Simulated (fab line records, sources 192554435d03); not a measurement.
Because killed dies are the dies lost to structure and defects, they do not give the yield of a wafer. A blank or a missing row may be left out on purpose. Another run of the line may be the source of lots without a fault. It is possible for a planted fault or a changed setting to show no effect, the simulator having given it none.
fab line records / flow n5-finfet
record lots=12 wafers=32 last-day=18
route steps=1938 shown BEOL_M7@1318 BEOL_M8@1339
lots that met no fault: taken from a fault-free run of the same line
start-h: hours from the record's opening day to when the first of the lot's shown wafers began / wait-h: hours elapsed since this lot's preceding step / " repeats the value in the row above / L1.1+2: several wafers, shown together as one row / - no value, or no start was given / * or withheld: withheld / < > ~ a bound
route shown NAME@n: names a module that has steps shown in the file, with the first one's number in the route / usual: mean/standard deviation taken from wafers without a fault / same: alike in all rows / chamber/n: place in a boat / sites: per-site readings / _std_site: the values' standard deviation / _edge_site: the outer-site mean with the inner-site mean subtracted / radius-mm: for every site, how far away it sits from the centre of the wafer / mask NAME#n: copy n / behind: tool/chamber where the wafer was last shaped / hold: reason for holding the lot/hours on hold/outcome of the hold / device: which transistor (n, p or np) failed to switch / end of line: the same wafers' tests at the end of the route / a step given without rows: its recipe and nothing more / killed: the dies lost at the first sort to structure and to defects; this is not the yield of the wafer / map: dies across one wafer; x = killed, . = not, _ = none there
set.NAME: the setting that was run; set.NAME@STEP: the one run at that earlier step / model.NAME: the simulator's own value behind a step, which no gauge read
a sample of lots followed through the steps of the route, with each step as a table and each wafer as a row
services: from which hour (start-h, from the record's first day; less than 0 if before it) a tool's chamber was out of use, for how many hours, and why
## steps
# step N5_BEOL_M7_DEGAS_44
# recipe ambient=vacuum temp-c=250 time-s=60
# usual heater-power-w=336/32
# same time-s=60
lot.wafer=L652.3 tool=pvd-sputter-03 chamber=- start-h=230.46 wait-h=0.3 heater-power-w=363
lot.wafer=L652.4 tool=pvd-sputter-03 chamber=- start-h=230.46 wait-h=0.3 heater-power-w=335
lot.wafer=L652.5 tool=pvd-sputter-03 chamber=- start-h=230.46 wait-h=0.3 heater-power-w=326
lot.wafer=L654.1 tool=pvd-sputter-01 chamber=- start-h=232.90 wait-h=0.5 heater-power-w=313
lot.wafer=L654.2 tool=pvd-sputter-01 chamber=- start-h=232.90 wait-h=0.5 heater-power-w=267
lot.wafer=L654.5 tool=pvd-sputter-01 chamber=- start-h=232.90 wait-h=0.5 heater-power-w=312
lot.wafer=L659.1 tool=pvd-sputter-03 chamber=- start-h=244.33 wait-h=1.9 heater-power-w=382
lot.wafer=L659.3 tool=pvd-sputter-03 chamber=- start-h=244.33 wait-h=1.9 heater-power-w=344
lot.wafer=L659.6 tool=pvd-sputter-03 chamber=- start-h=244.33 wait-h=1.9 heater-power-w=397
lot.wafer=L655.1 tool=pvd-sputter-03 chamber=- start-h=244.41 wait-h=1.4 heater-power-w=317
lot.wafer=L655.3 tool=pvd-sputter-03 chamber=- start-h=244.41 wait-h=1.4 heater-power-w=339
lot.wafer=L655.6 tool=pvd-sputter-03 chamber=- start-h=244.41 wait-h=1.4 heater-power-w=392
lot.wafer=L666.2 tool=pvd-sputter-03 chamber=- start-h=310.05 wait-h=0.7 heater-power-w=314
lot.wafer=L666.3 tool=pvd-sputter-03 chamber=- start-h=310.05 wait-h=0.7 heater-power-w=363
lot.wafer=L669.1 tool=pvd-sputter-01 chamber=- start-h=323.67 wait-h=0.3 heater-power-w=389
lot.wafer=L669.5 tool=pvd-sputter-01 chamber=- start-h=323.67 wait-h=0.3 heater-power-w=379
lot.wafer=L670.2 tool=pvd-sputter-01 chamber=- start-h=327.79 wait-h=0.3 heater-power-w=313
lot.wafer=L670.4 tool=pvd-sputter-01 chamber=- start-h=327.79 wait-h=0.3 heater-power-w=267
lot.wafer=L670.6 tool=pvd-sputter-01 chamber=- start-h=327.79 wait-h=0.3 heater-power-w=305
lot.wafer=L671.2 tool=pvd-sputter-01 chamber=- start-h=332.57 wait-h=0.3 heater-power-w=309
lot.wafer=L671.6 tool=pvd-sputter-01 chamber=- start-h=332.57 wait-h=0.3 heater-power-w=322
lot.wafer=L672.2 tool=pvd-sputter-02 chamber=- start-h=334.91 wait-h=1.3 heater-power-w=324
lot.wafer=L672.4 tool=pvd-sputter-02 chamber=- start-h=334.91 wait-h=1.3 heater-power-w=333
lot.wafer=L673.4 tool=pvd-sputter-03 chamber=- start-h=336.90 wait-h=0.3 heater-power-w=340
lot.wafer=L673.5 tool=pvd-sputter-03 chamber=- start-h=336.90 wait-h=0.3 heater-power-w=390
lot.wafer=L673.6 tool=pvd-sputter-03 chamber=- start-h=336.90 wait-h=0.3 heater-power-w=317
lot.wafer=L675.2 tool=pvd-sputter-02 chamber=- start-h=353.22 wait-h=1.9 heater-power-w=334
lot.wafer=L675.3 tool=pvd-sputter-02 chamber=- start-h=353.22 wait-h=1.9 heater-power-w=341
lot.wafer=L675.6 tool=pvd-sputter-02 chamber=- start-h=353.22 wait-h=1.9 heater-power-w=306
lot.wafer=L674.1 tool=pvd-sputter-02 chamber=- start-h=353.30 wait-h=2.0 heater-power-w=330
lot.wafer=L674.3 tool=pvd-sputter-02 chamber=- start-h=353.30 wait-h=2.0 heater-power-w=333
lot.wafer=L674.5 tool=pvd-sputter-02 chamber=- start-h=353.30 wait-h=2.0 heater-power-w=337
# step N5_BEOL_M8_COAT_05
# recipe resist=CAR-ArF spin-rpm=1500 resist-thk-nm=90
# usual resist-line-temp-C=23.00/0.1 spin-speed-rpm=1500.1/1.1
lot.wafer=L652.3 tool=litho-track-02 chamber=0 start-h=236.16 wait-h=- resist-line-temp-C=22.95 spin-speed-rpm=1499.9
lot.wafer=L652.4 tool=litho-track-02 chamber=0 start-h=236.16 wait-h=- resist-line-temp-C=23.06 spin-speed-rpm=1498.6
lot.wafer=L652.5 tool=litho-track-02 chamber=0 start-h=236.16 wait-h=- resist-line-temp-C=23.09 spin-speed-rpm=1499.3
lot.wafer=L654.1 tool=litho-track-03 chamber=0 start-h=236.80 wait-h=- resist-line-temp-C=23.08 spin-speed-rpm=1499.6
lot.wafer=L654.2 tool=litho-track-03 chamber=0 start-h=236.80 wait-h=- resist-line-temp-C=23.09 spin-speed-rpm=1499.8
lot.wafer=L654.5 tool=litho-track-03 chamber=0 start-h=236.80 wait-h=- resist-line-temp-C=23.04 spin-speed-rpm=1500.1
lot.wafer=L659.1 tool=litho-track-03 chamber=0 start-h=247.82 wait-h=- resist-line-temp-C=23.10 spin-speed-rpm=1674.2
lot.wafer=L659.3 tool=litho-track-03 chamber=0 start-h=247.82 wait-h=- resist-line-temp-C=22.99 spin-speed-rpm=1673.7
lot.wafer=L659.6 tool=litho-track-03 chamber=0 start-h=247.82 wait-h=- resist-line-temp-C=23.02 spin-speed-rpm=1673.3
lot.wafer=L655.1 tool=litho-track-03 chamber=0 start-h=250.36 wait-h=- resist-line-temp-C=22.98 spin-speed-rpm=1671.3
lot.wafer=L655.3 tool=litho-track-03 chamber=0 start-h=250.36 wait-h=- resist-line-temp-C=22.91 spin-speed-rpm=1671.8
lot.wafer=L655.6 tool=litho-track-03 chamber=0 start-h=250.36 wait-h=- resist-line-temp-C=22.96 spin-speed-rpm=1672.3
lot.wafer=L666.2 tool=litho-track-02 chamber=0 start-h=313.44 wait-h=- resist-line-temp-C=23.06 spin-speed-rpm=1499.4
lot.wafer=L666.3 tool=litho-track-02 chamber=0 start-h=313.44 wait-h=- resist-line-temp-C=22.99 spin-speed-rpm=1497.1
lot.wafer=L669.1 tool=litho-track-03 chamber=0 start-h=328.39 wait-h=- resist-line-temp-C=23.07 spin-speed-rpm=1501.0
lot.wafer=L669.5 tool=litho-track-03 chamber=0 start-h=328.39 wait-h=- resist-line-temp-C=22.94 spin-speed-rpm=1499.1
lot.wafer=L670.2 tool=litho-track-02 chamber=0 start-h=331.89 wait-h=- resist-line-temp-C=23.05 spin-speed-rpm=1499.6
lot.wafer=L670.4 tool=litho-track-02 chamber=0 start-h=331.89 wait-h=- resist-line-temp-C=22.94 spin-speed-rpm=1500.1
lot.wafer=L670.6 tool=litho-track-02 chamber=0 start-h=331.89 wait-h=- resist-line-temp-C=23.00 spin-speed-rpm=1501.5
lot.wafer=L671.2 tool=litho-track-05 chamber=0 start-h=336.58 wait-h=- resist-line-temp-C=23.03 spin-speed-rpm=1500.5
lot.wafer=L671.6 tool=litho-track-05 chamber=0 start-h=336.58 wait-h=- resist-line-temp-C=23.05 spin-speed-rpm=1499.6
lot.wafer=L672.2 tool=litho-track-05 chamber=0 start-h=339.62 wait-h=- resist-line-temp-C=22.92 spin-speed-rpm=1500.8
lot.wafer=L672.4 tool=litho-track-05 chamber=0 start-h=339.62 wait-h=- resist-line-temp-C=22.76 spin-speed-rpm=1501.6
lot.wafer=L673.4 tool=litho-track-02 chamber=0 start-h=342.66 wait-h=- resist-line-temp-C=23.06 spin-speed-rpm=1503.0
lot.wafer=L673.5 tool=litho-track-02 chamber=0 start-h=342.66 wait-h=- resist-line-temp-C=23.10 spin-speed-rpm=1500.3
lot.wafer=L673.6 tool=litho-track-02 chamber=0 start-h=342.66 wait-h=- resist-line-temp-C=23.17 spin-speed-rpm=1502.4
lot.wafer=L675.2 tool=litho-track-03 chamber=0 start-h=359.07 wait-h=- resist-line-temp-C=22.89 spin-speed-rpm=1501.2
lot.wafer=L675.3 tool=litho-track-03 chamber=0 start-h=359.07 wait-h=- resist-line-temp-C=22.85 spin-speed-rpm=1501.8
lot.wafer=L675.6 tool=litho-track-03 chamber=0 start-h=359.07 wait-h=- resist-line-temp-C=22.89 spin-speed-rpm=1500.4
lot.wafer=L674.1 tool=litho-track-03 chamber=0 start-h=359.34 wait-h=- resist-line-temp-C=23.00 spin-speed-rpm=1500.3
lot.wafer=L674.3 tool=litho-track-03 chamber=0 start-h=359.34 wait-h=- resist-line-temp-C=22.89 spin-speed-rpm=1500.6
lot.wafer=L674.5 tool=litho-track-03 chamber=0 start-h=359.34 wait-h=- resist-line-temp-C=22.98 spin-speed-rpm=1500.8
# step N5_BEOL_M8_CD_MEAS_11
# recipe target-cd-nm=38.5 landing-energy-ev=500 detector=se-inlens polarity=opening
# usual cd-nm=38.3/0.47
# same landing-energy-ev=500
lot.wafer=L652.3 tool=cd-sem-02 chamber=0 start-h=236.53 wait-h=- cd-nm=38.4
lot.wafer=L652.4 tool=cd-sem-02 chamber=0 start-h=236.53 wait-h=- cd-nm=38.3
lot.wafer=L652.5 tool=cd-sem-02 chamber=0 start-h=236.53 wait-h=- cd-nm=38.3
lot.wafer=L654.1 tool=cd-sem-03 chamber=0 start-h=237.17 wait-h=- cd-nm=38.6
lot.wafer=L654.2 tool=cd-sem-03 chamber=0 start-h=237.17 wait-h=- cd-nm=38.2
lot.wafer=L654.5 tool=cd-sem-03 chamber=0 start-h=237.17 wait-h=- cd-nm=38.2
lot.wafer=L659.1 tool=cd-sem-03 chamber=0 start-h=248.18 wait-h=- cd-nm=37.8
lot.wafer=L659.3 tool=cd-sem-03 chamber=0 start-h=248.18 wait-h=- cd-nm=38.8
lot.wafer=L659.6 tool=cd-sem-03 chamber=0 start-h=248.18 wait-h=- cd-nm=38.7
lot.wafer=L655.1 tool=cd-sem-03 chamber=0 start-h=250.72 wait-h=- cd-nm=38.5
lot.wafer=L655.3 tool=cd-sem-03 chamber=0 start-h=250.72 wait-h=- cd-nm=37.8
lot.wafer=L655.6 tool=cd-sem-03 chamber=0 start-h=250.72 wait-h=- cd-nm=39.0
lot.wafer=L666.2 tool=cd-sem-02 chamber=0 start-h=313.81 wait-h=- cd-nm=38.4
lot.wafer=L666.3 tool=cd-sem-02 chamber=0 start-h=313.81 wait-h=- cd-nm=38.2
lot.wafer=L669.1 tool=cd-sem-02 chamber=0 start-h=328.76 wait-h=- cd-nm=37.9
lot.wafer=L669.5 tool=cd-sem-02 chamber=0 start-h=328.76 wait-h=- cd-nm=38.1
lot.wafer=L670.2 tool=cd-sem-01 chamber=0 start-h=332.13 wait-h=- cd-nm=38.5
lot.wafer=L670.4 tool=cd-sem-01 chamber=0 start-h=332.13 wait-h=- cd-nm=38.8
lot.wafer=L670.6 tool=cd-sem-01 chamber=0 start-h=332.13 wait-h=- cd-nm=38.2
lot.wafer=L671.2 tool=cd-sem-01 chamber=0 start-h=336.94 wait-h=- cd-nm=38.7
lot.wafer=L671.6 tool=cd-sem-01 chamber=0 start-h=336.94 wait-h=- cd-nm=37.8
lot.wafer=L672.2 tool=cd-sem-02 chamber=0 start-h=339.98 wait-h=- cd-nm=38.0
lot.wafer=L672.4 tool=cd-sem-02 chamber=0 start-h=339.98 wait-h=- cd-nm=39.0
lot.wafer=L673.4 tool=cd-sem-01 chamber=0 start-h=343.03 wait-h=- cd-nm=38.2
lot.wafer=L673.5 tool=cd-sem-01 chamber=0 start-h=343.03 wait-h=- cd-nm=38.7
lot.wafer=L673.6 tool=cd-sem-01 chamber=0 start-h=343.03 wait-h=- cd-nm=39.3
lot.wafer=L675.2 tool=cd-sem-02 chamber=0 start-h=359.31 wait-h=- cd-nm=38.4
lot.wafer=L675.3 tool=cd-sem-02 chamber=0 start-h=359.31 wait-h=- cd-nm=39.0
lot.wafer=L675.6 tool=cd-sem-02 chamber=0 start-h=359.31 wait-h=- cd-nm=37.9
lot.wafer=L674.1 tool=cd-sem-02 chamber=0 start-h=359.70 wait-h=- cd-nm=38.7
lot.wafer=L674.3 tool=cd-sem-02 chamber=0 start-h=359.70 wait-h=- cd-nm=37.8
lot.wafer=L674.5 tool=cd-sem-02 chamber=0 start-h=359.70 wait-h=- cd-nm=38.0
# step N5_BEOL_M8_DESCUM_16
# recipe chemistry=O2 time-s=7.9 source-power-w=50 bias-power-w=20 pressure-mtorr=20 rf-frequency-hz=2.712e+07 temp-c=40 resist=CAR-ArF o2-flow-sccm=225
# usual drypump-motor-current-A=5.7/0.45 oes-product-au=0.83/0.08 rf-vpp-V=242.8/1.2 showerhead-plenum-p-Torr=2.07/0.065 throttle-valve-pct=20.42/0.23
# same time-s=7.9
lot.wafer=L652.3 tool=rie-diel-01 chamber=2 start-h=236.61 wait-h=0.0 drypump-motor-current-A=5.8 oes-product-au=0.88 rf-hours-counter-h=45 rf-vpp-V=241.0 showerhead-plenum-p-Torr=2.06 throttle-valve-pct=20.65
lot.wafer=L652.4 tool=rie-diel-01 chamber=0 start-h=236.61 wait-h=0.0 drypump-motor-current-A=4.9 oes-product-au=0.67 rf-hours-counter-h=249 rf-vpp-V=242.5 showerhead-plenum-p-Torr=2.05 throttle-valve-pct=20.77
lot.wafer=L652.5 tool=rie-diel-01 chamber=1 start-h=236.61 wait-h=0.0 drypump-motor-current-A=6.3 oes-product-au=0.93 rf-hours-counter-h=- rf-vpp-V=242.3 showerhead-plenum-p-Torr=2.06 throttle-valve-pct=20.35
lot.wafer=L654.1 tool=rie-diel-01 chamber=2 start-h=238.10 wait-h=0.9 drypump-motor-current-A=5.7 oes-product-au=0.87 rf-hours-counter-h=47 rf-vpp-V=241.5 showerhead-plenum-p-Torr=2.06 throttle-valve-pct=20.67
lot.wafer=L654.2 tool=rie-diel-01 chamber=3 start-h=238.10 wait-h=0.9 drypump-motor-current-A=6.1 oes-product-au=0.82 rf-hours-counter-h=94 rf-vpp-V=243.2 showerhead-plenum-p-Torr=2.03 throttle-valve-pct=20.09
lot.wafer=L654.5 tool=rie-diel-01 chamber=0 start-h=238.10 wait-h=0.9 drypump-motor-current-A=4.8 oes-product-au=0.66 rf-hours-counter-h=- rf-vpp-V=243.4 showerhead-plenum-p-Torr=2.05 throttle-valve-pct=20.81
lot.wafer=L659.1 tool=rie-diel-06 chamber=2 start-h=248.27 wait-h=0.0 drypump-motor-current-A=4.9 oes-product-au=0.89 rf-hours-counter-h=65 rf-vpp-V=243.9 showerhead-plenum-p-Torr=2.12 throttle-valve-pct=20.62
lot.wafer=L659.3 tool=rie-diel-06 chamber=0 start-h=248.27 wait-h=0.0 drypump-motor-current-A=5.8 oes-product-au=0.76 rf-hours-counter-h=140 rf-vpp-V=241.5 showerhead-plenum-p-Torr=1.99 throttle-valve-pct=20.03
lot.wafer=L659.6 tool=rie-diel-06 chamber=2 start-h=248.27 wait-h=0.0 drypump-motor-current-A=4.9 oes-product-au=0.89 rf-hours-counter-h=- rf-vpp-V=244.0 showerhead-plenum-p-Torr=2.12 throttle-valve-pct=20.62
lot.wafer=L655.1 tool=rie-diel-06 chamber=1 start-h=250.81 wait-h=0.0 drypump-motor-current-A=5.7 oes-product-au=0.68 rf-hours-counter-h=238 rf-vpp-V=241.8 showerhead-plenum-p-Torr=2.05 throttle-valve-pct=20.57
lot.wafer=L655.3 tool=rie-diel-06 chamber=0 start-h=250.81 wait-h=0.0 drypump-motor-current-A=5.8 oes-product-au=0.76 rf-hours-counter-h=141 rf-vpp-V=241.2 showerhead-plenum-p-Torr=1.99 throttle-valve-pct=20.03
lot.wafer=L655.6 tool=rie-diel-06 chamber=1 start-h=250.81 wait-h=0.0 drypump-motor-current-A=5.7 oes-product-au=0.68 rf-hours-counter-h=- rf-vpp-V=242.7 showerhead-plenum-p-Torr=2.05 throttle-valve-pct=20.57
lot.wafer=L666.2 tool=rie-diel-06 chamber=1 start-h=314.36 wait-h=0.5 drypump-motor-current-A=5.7 oes-product-au=0.93 rf-hours-counter-h=8 rf-vpp-V=242.9 showerhead-plenum-p-Torr=2.05 throttle-valve-pct=20.29
lot.wafer=L666.3 tool=rie-diel-06 chamber=0 start-h=314.36 wait-h=0.5 drypump-motor-current-A=5.7 oes-product-au=0.74 rf-hours-counter-h=167 rf-vpp-V=241.6 showerhead-plenum-p-Torr=1.98 throttle-valve-pct=20.07
lot.wafer=L669.1 tool=rie-diel-03 chamber=1 start-h=329.00 wait-h=0.2 drypump-motor-current-A=5.9 oes-product-au=0.83 rf-hours-counter-h=67 rf-vpp-V=243.3 showerhead-plenum-p-Torr=2.14 throttle-valve-pct=20.18
lot.wafer=L669.5 tool=rie-diel-03 chamber=3 start-h=329.00 wait-h=0.2 drypump-motor-current-A=5.8 oes-product-au=0.75 rf-hours-counter-h=- rf-vpp-V=243.8 showerhead-plenum-p-Torr=2.11 throttle-valve-pct=20.70
lot.wafer=L670.2 tool=rie-diel-06 chamber=0 start-h=332.33 wait-h=0.1 drypump-motor-current-A=5.8 oes-product-au=0.73 rf-hours-counter-h=174 rf-vpp-V=241.3 showerhead-plenum-p-Torr=1.98 throttle-valve-pct=20.09
lot.wafer=L670.4 tool=rie-diel-06 chamber=1 start-h=332.33 wait-h=0.1 drypump-motor-current-A=5.8 oes-product-au=0.91 rf-hours-counter-h=15 rf-vpp-V=242.1 showerhead-plenum-p-Torr=2.04 throttle-valve-pct=20.30
lot.wafer=L670.6 tool=rie-diel-06 chamber=1 start-h=332.33 wait-h=0.1 drypump-motor-current-A=5.8 oes-product-au=0.92 rf-hours-counter-h=- rf-vpp-V=242.2 showerhead-plenum-p-Torr=2.04 throttle-valve-pct=20.28
lot.wafer=L671.2 tool=rie-diel-06 chamber=0 start-h=337.03 wait-h=0.0 drypump-motor-current-A=5.7 oes-product-au=0.74 rf-hours-counter-h=176 rf-vpp-V=244.0 showerhead-plenum-p-Torr=1.98 throttle-valve-pct=20.08
lot.wafer=L671.6 tool=rie-diel-06 chamber=1 start-h=337.03 wait-h=0.0 drypump-motor-current-A=5.7 oes-product-au=0.90 rf-hours-counter-h=- rf-vpp-V=243.7 showerhead-plenum-p-Torr=2.04 throttle-valve-pct=20.29
lot.wafer=L672.2 tool=rie-diel-01 chamber=1 start-h=340.07 wait-h=0.0 drypump-motor-current-A=6.3 oes-product-au=0.85 rf-hours-counter-h=55 rf-vpp-V=241.5 showerhead-plenum-p-Torr=2.05 throttle-valve-pct=20.39
lot.wafer=L672.4 tool=rie-diel-01 chamber=0 start-h=340.07 wait-h=0.0 drypump-motor-current-A=4.9 oes-product-au=0.87 rf-hours-counter-h=28 rf-vpp-V=241.7 showerhead-plenum-p-Torr=2.04 throttle-valve-pct=20.54
lot.wafer=L673.4 tool=rie-diel-03 chamber=1 start-h=344.21 wait-h=1.1 drypump-motor-current-A=5.9 oes-product-au=0.85 rf-hours-counter-h=72 rf-vpp-V=243.5 showerhead-plenum-p-Torr=2.14 throttle-valve-pct=20.16
lot.wafer=L673.5 tool=rie-diel-03 chamber=1 start-h=344.21 wait-h=1.1 drypump-motor-current-A=5.9 oes-product-au=0.84 rf-hours-counter-h=- rf-vpp-V=243.6 showerhead-plenum-p-Torr=2.14 throttle-valve-pct=20.18
lot.wafer=L673.6 tool=rie-diel-03 chamber=2 start-h=344.21 wait-h=1.1 drypump-motor-current-A=5.8 oes-product-au=0.89 rf-hours-counter-h=- rf-vpp-V=244.5 showerhead-plenum-p-Torr=2.24 throttle-valve-pct=20.56
lot.wafer=L675.2 tool=rie-diel-01 chamber=0 start-h=359.40 wait-h=0.0 drypump-motor-current-A=4.8 oes-product-au=0.86 rf-hours-counter-h=34 rf-vpp-V=243.4 showerhead-plenum-p-Torr=2.04 throttle-valve-pct=20.56
lot.wafer=L675.3 tool=rie-diel-01 chamber=2 start-h=359.40 wait-h=0.0 drypump-motor-current-A=5.8 oes-product-au=0.82 rf-hours-counter-h=92 rf-vpp-V=243.0 showerhead-plenum-p-Torr=2.05 throttle-valve-pct=20.72
lot.wafer=L675.6 tool=rie-diel-01 chamber=1 start-h=359.40 wait-h=0.0 drypump-motor-current-A=6.3 oes-product-au=0.84 rf-hours-counter-h=- rf-vpp-V=243.5 showerhead-plenum-p-Torr=2.04 throttle-valve-pct=20.41
lot.wafer=L674.1 tool=rie-diel-03 chamber=2 start-h=359.97 wait-h=0.2 drypump-motor-current-A=5.8 oes-product-au=0.87 rf-hours-counter-h=44 rf-vpp-V=244.1 showerhead-plenum-p-Torr=2.23 throttle-valve-pct=20.57
lot.wafer=L674.3 tool=rie-diel-03 chamber=1 start-h=359.97 wait-h=0.2 drypump-motor-current-A=5.9 oes-product-au=0.82 rf-hours-counter-h=78 rf-vpp-V=243.6 showerhead-plenum-p-Torr=2.14 throttle-valve-pct=20.18
lot.wafer=L674.5 tool=rie-diel-03 chamber=0 start-h=359.97 wait-h=0.2 drypump-motor-current-A=5.2 oes-product-au=0.67 rf-hours-counter-h=- rf-vpp-V=241.1 showerhead-plenum-p-Torr=1.96 throttle-valve-pct=20.43
## services
tool=pvd-sputter-02 chamber=- start-h=207.13 hours=4.6 kind=repair
tool=rie-diel-06 chamber=1 start-h=214.36 hours=13.2 kind=repair
tool=rie-diel-03 chamber=- start-h=219.88 hours=28.1 kind=pm
tool=litho-track-05 chamber=- start-h=222.42 hours=- kind=consumable-replace:filter
tool=rie-diel-01 chamber=0 start-h=238.87 hours=- kind=clean
tool=rie-diel-01 chamber=0 start-h=238.87 hours=- kind=consumable-replace:focus-ring
tool=rie-diel-01 chamber=0 start-h=238.87 hours=17.9 kind=scheduled-down
tool=rie-diel-01 chamber=0 start-h=238.87 hours=17.9 kind=vent-cycle
tool=pvd-sputter-03 chamber=- start-h=239.40 hours=1.2 kind=repair
tool=rie-diel-06 chamber=3 start-h=242.28 hours=- kind=clean
tool=rie-diel-06 chamber=3 start-h=242.28 hours=- kind=consumable-replace:focus-ring
tool=rie-diel-06 chamber=3 start-h=242.28 hours=19.6 kind=scheduled-down
tool=rie-diel-06 chamber=3 start-h=242.28 hours=19.6 kind=vent-cycle
tool=litho-track-05 chamber=- start-h=255.66 hours=- kind=consumable-replace:filter
tool=litho-track-02 chamber=- start-h=275.21 hours=- kind=consumable-replace:filter
tool=rie-diel-06 chamber=1 start-h=282.21 hours=- kind=clean
tool=rie-diel-06 chamber=1 start-h=282.21 hours=- kind=consumable-replace:focus-ring
tool=rie-diel-06 chamber=1 start-h=282.21 hours=13.8 kind=scheduled-down
tool=rie-diel-06 chamber=1 start-h=282.21 hours=13.8 kind=vent-cycle
tool=rie-diel-01 chamber=2 start-h=306.55 hours=1.8 kind=repair
tool=rie-diel-01 chamber=- start-h=317.64 hours=2.8 kind=pm
tool=litho-track-03 chamber=- start-h=319.98 hours=- kind=consumable-replace:filter
tool=pvd-sputter-01 chamber=- start-h=352.83 hours=2.6 kind=repair
## key
first-sign step=N5_BEOL_M8_COAT_05 reading=spin-speed-rpm direction=up sigmas=99+ usual=* struck=*
effect none on later readings
met-at N5_BEOL_M8_COAT_05
struck-lots L655,L659
not-acting-at N5_BEOL_M7_DEGAS_44,N5_BEOL_M8_CD_MEAS_11,N5_BEOL_M8_DESCUM_16
onset-between 236.80 247.82
fault kind=process-parameter-drift tool=litho-track-03 chamber=- onset-h=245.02 steps=N5_BEOL_M8_COAT_05 channel=spin-rpm offset=* shape=step end-h=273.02 acts-in=* stated=*
